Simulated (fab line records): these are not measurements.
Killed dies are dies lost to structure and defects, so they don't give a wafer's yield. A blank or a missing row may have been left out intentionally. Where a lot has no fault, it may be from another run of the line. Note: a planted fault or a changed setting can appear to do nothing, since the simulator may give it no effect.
Matching of chambers || flow nand-harc || pecvd-04 running NHARC_A_M0_DEP_32: 3 sister chambers
The step deposits SiCN, target thk 30 nm. 3 wafers are shown with their chamber, then 7 later ones without.

## WAFERS WITH THEIR CHAMBER
{"wafer": "L429.1", "chamber": 1, "heater-power-w (W)": 689}
{"wafer": "L430.1", "chamber": 0, "heater-power-w (W)": 575}
{"wafer": "L430.3", "chamber": 2, "heater-power-w (W)": 652}

## WAFERS WITHOUT THEIR CHAMBER
{"wafer": "L430.6", "heater-power-w (W)": 670}
{"wafer": "L437.1", "heater-power-w (W)": 632}
{"wafer": "L437.4", "heater-power-w (W)": 623}
{"wafer": "L437.5", "heater-power-w (W)": 667}
{"wafer": "L439.1", "heater-power-w (W)": 592}
{"wafer": "L439.3", "heater-power-w (W)": 612}
{"wafer": "L439.4", "heater-power-w (W)": 606}

## THE CHAMBER EACH PASSED THROUGH
{"wafer": "L430.6", "from the rows above": "can't be placed: 2 or 1", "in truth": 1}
{"wafer": "L437.1", "from the rows above": "can't be placed: 2 or 0 or 1", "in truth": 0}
{"wafer": "L437.4", "from the rows above": "can't be placed: 2 or 0 or 1", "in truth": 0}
{"wafer": "L437.5", "from the rows above": "can't be placed: 2 or 1", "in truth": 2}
{"wafer": "L439.1", "from the rows above": "can't be placed: 0 or 2", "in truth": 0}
{"wafer": "L439.3", "from the rows above": "can't be placed: 0 or 2 or 1", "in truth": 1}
{"wafer": "L439.4", "from the rows above": "can't be placed: 0 or 2", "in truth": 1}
Placed correctly: 0 of 7. Not placeable from these rows: 7 (in 6, the candidates include the true chamber). 0 placed wrongly.
How it was worked out, from the rows above alone: a wafer's distance from a chamber is the root of the sum, over the readings, of the square of ((its reading less the chamber's mean) divided by the reading's scatter). The wafer belongs to the nearest chamber; if the next one is less than 2 further off, it can't be placed. Each chamber's mean is taken over the wafers shown for it. The scatter: root of mean squared gap, hidden wafer to nearest shown wafer, with one shown wafer a chamber.
